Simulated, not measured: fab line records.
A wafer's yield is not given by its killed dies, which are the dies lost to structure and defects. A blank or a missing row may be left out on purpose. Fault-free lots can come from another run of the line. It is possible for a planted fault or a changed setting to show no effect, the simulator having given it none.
Chamber matching + flow n5 finfet + N5_SD_EPI_N_DESCUM_14 on rie diel-02 has 4 sister chambers
The step chemistry O2, time 7.9 s. 16 wafers are shown with their chamber, then 8 later ones without.

## WAFERS PAIRED WITH THEIR CHAMBERS
| wafer  | chamber | showerhead plenum p Torr (Torr) | throttle valve pct (%) | oes product au (a.u.) |
|--------|---------|---------------------------------|------------------------|-----------------------|
| L074.1 | 3       | 2.03                            | 20.55                  | 0.82                  |
| L074.3 | 0       | 2.01                            | 20.32                  | 0.75                  |
| L074.5 | 1       | 2.19                            | 20.34                  | 0.78                  |
| L078.4 | 1       | 2.19                            | 20.36                  | 0.77                  |
| L078.5 | 0       | 2.00                            | 20.33                  | 0.73                  |
| L078.6 | 3       | 2.02                            | 20.56                  | 0.81                  |
| L079.1 | 1       | 2.19                            | 20.39                  | 0.76                  |
| L079.3 | 2       | 2.21                            | 20.44                  | 0.84                  |
| L079.4 | 3       | 2.02                            | 20.59                  | 0.80                  |
| L081.1 | 1       | 2.19                            | 20.38                  | 0.77                  |
| L081.2 | 0       | 2.00                            | 20.33                  | 0.73                  |
| L081.4 | 2       | 2.20                            | 20.44                  | 0.84                  |
| L082.1 | 0       | 2.00                            | 20.31                  | 0.73                  |
| L082.3 | 1       | 2.19                            | 20.37                  | 0.77                  |
| L082.6 | 1       | 2.19                            | 20.39                  | 0.77                  |
| L085.1 | 2       | 2.20                            | 20.46                  | 0.83                  |

SIGNATURES (means of the wafers above)
| reading                  | chamber 0 | chamber 1 | chamber 2 | chamber 3 | scatter within a chamber |
|--------------------------|-----------|-----------|-----------|-----------|--------------------------|
| showerhead plenum p Torr | 2.0025    | 2.1900    | 2.2033    | 2.0233    | 0.00417                  |
| throttle valve pct       | 20.3225   | 20.3717   | 20.4467   | 20.5667   | 0.0166                   |
| oes product au           | 0.7350    | 0.7700    | 0.8367    | 0.8100    | 0.00799                  |
Rule: for a wafer and a chamber, the distance is found by dividing, reading by reading, the gap between the wafer's reading and the chamber's mean by the reading's scatter, squaring, summing and taking the root. The wafer belongs to the nearest chamber; if the next one is less than 2 further off, it can't be placed. How the scatter is found: for the shown wafers, subtract from each reading the mean of its chamber, square and add these, divide the total by (wafers less chambers), then take the root.

## WAFERS WITH NO CHAMBER GIVEN
| wafer  | showerhead plenum p Torr (Torr) | throttle valve pct (%) | oes product au (a.u.) |
|--------|---------------------------------|------------------------|-----------------------|
| L085.2 | 2.00                            | 20.35                  | 0.73                  |
| L085.6 | 2.02                            | 20.59                  | 0.80                  |
| L086.3 | 2.18                            | 20.40                  | 0.75                  |
| L086.5 | 2.20                            | 20.47                  | 0.83                  |
| L086.6 | 2.19                            | 20.39                  | 0.75                  |
| L095.4 | 1.99                            | 20.38                  | 0.70                  |
| L095.5 | 1.99                            | 20.37                  | 0.71                  |
| L095.6 | 2.01                            | 20.61                  | 0.78                  |

## THE CHAMBER EACH PASSED THROUGH
| wafer  | from the rows above | in truth |
|--------|---------------------|----------|
| L085.2 | 0                   | 0        |
| L085.6 | 3                   | 3        |
| L086.3 | 1                   | 1        |
| L086.5 | 2                   | 2        |
| L086.6 | 1                   | 1        |
| L095.4 | 0                   | 0        |
| L095.5 | 0                   | 0        |
| L095.6 | 3                   | 3        |
Correct placement for 8 of the 8. From these rows, 0 cannot be placed. Number placed wrongly: 0.
